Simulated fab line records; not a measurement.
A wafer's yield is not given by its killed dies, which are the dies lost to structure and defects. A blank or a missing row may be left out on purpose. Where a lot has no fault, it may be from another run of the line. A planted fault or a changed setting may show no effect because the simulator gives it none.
A single fault, viewed from 2 desks || flow n5_finfet || each desk has only its own numbers; what lay behind them comes last

THE TOOL OWNER'S DESK: rie_diel-04
The tool's own readings at N5_GATE_CUT_ETCH_58 (etches SiNx in CH3F/O2, target depth 17 nm, time 128.6 s): means of the sampled wafers that have a number, for each lot that ran on this tool. A lot is out of limits, marked OUT, if its mean lies more than 4 standard deviations from the usual mean; the brackets give that distance.
Columns: A = bias_w at N5_GATE_CUT_ETCH_58, usual 21.00 W; B = drypump_motor_current_A at N5_GATE_CUT_ETCH_58, usual 5.8 A; C = oes_product_au at N5_GATE_CUT_ETCH_58, usual 0.80 a.u.; D = rf_vpp_V at N5_GATE_CUT_ETCH_58, usual 99.0 V; E = showerhead_plenum_p_Torr at N5_GATE_CUT_ETCH_58, usual 1.99 Torr; F = throttle_valve_pct at N5_GATE_CUT_ETCH_58, usual 16.31 %
{"lot": "L238", "first seen here": "day 4 07:44", "A": 21.06, "B": 5.7, "C": 0.89, "D": 98.9, "E": 1.95, "F": 16.29}
{"lot": "L251", "first seen here": "day 7 15:19", "A": "21.93 (+15) OUT", "B": 5.3, "C": 0.80, "D": 100.9, "E": 1.95, "F": 16.34}
Finding of this desk: L251 out of limits; the first was L251 at day 7 15:19, on bias_w at N5_GATE_CUT_ETCH_58. L238 stayed within limits.

THE DEFECT DESK
What the inspections along the route counted, lot by lot: means of the sampled wafers that have a number. A lot is out of limits, marked OUT, if its mean lies more than 4 standard deviations from the usual mean; the brackets give that distance.
Columns: A = raw_defect_count at N5_HKMG_FIN_INSPECT_28, usual 34
{"lot": "L238", "first seen here": "day 4 07:08", "A": 30}
{"lot": "L245", "first seen here": "day 6 00:32", "A": 32}
{"lot": "L251", "first seen here": "day 7 14:59", "A": 29}
{"lot": "L259", "first seen here": "day 9 12:06", "A": 32}
{"lot": "L261", "first seen here": "day 10 02:11", "A": 36}
This desk found nothing out of limits on any of the 5 lots.

TAKEN TOGETHER
At day 7 15:19, on L251, the tool owner's desk was in a position to raise an alarm.
The defect desk saw nothing out of limits.
The defect desk has L251 on record, within its limits.
On rie_diel-04, each named lot ran N5_GATE_CUT_ETCH_58.

WHAT THE SIMULATOR PUT IN
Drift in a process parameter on rie_diel-04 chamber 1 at N5_GATE_CUT_ETCH_58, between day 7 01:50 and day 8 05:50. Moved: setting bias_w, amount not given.
Shown lots that were struck: L251.
How many hours passed from the start of the fault until each desk's first out-of-limits reading: the tool owner's desk, 13.
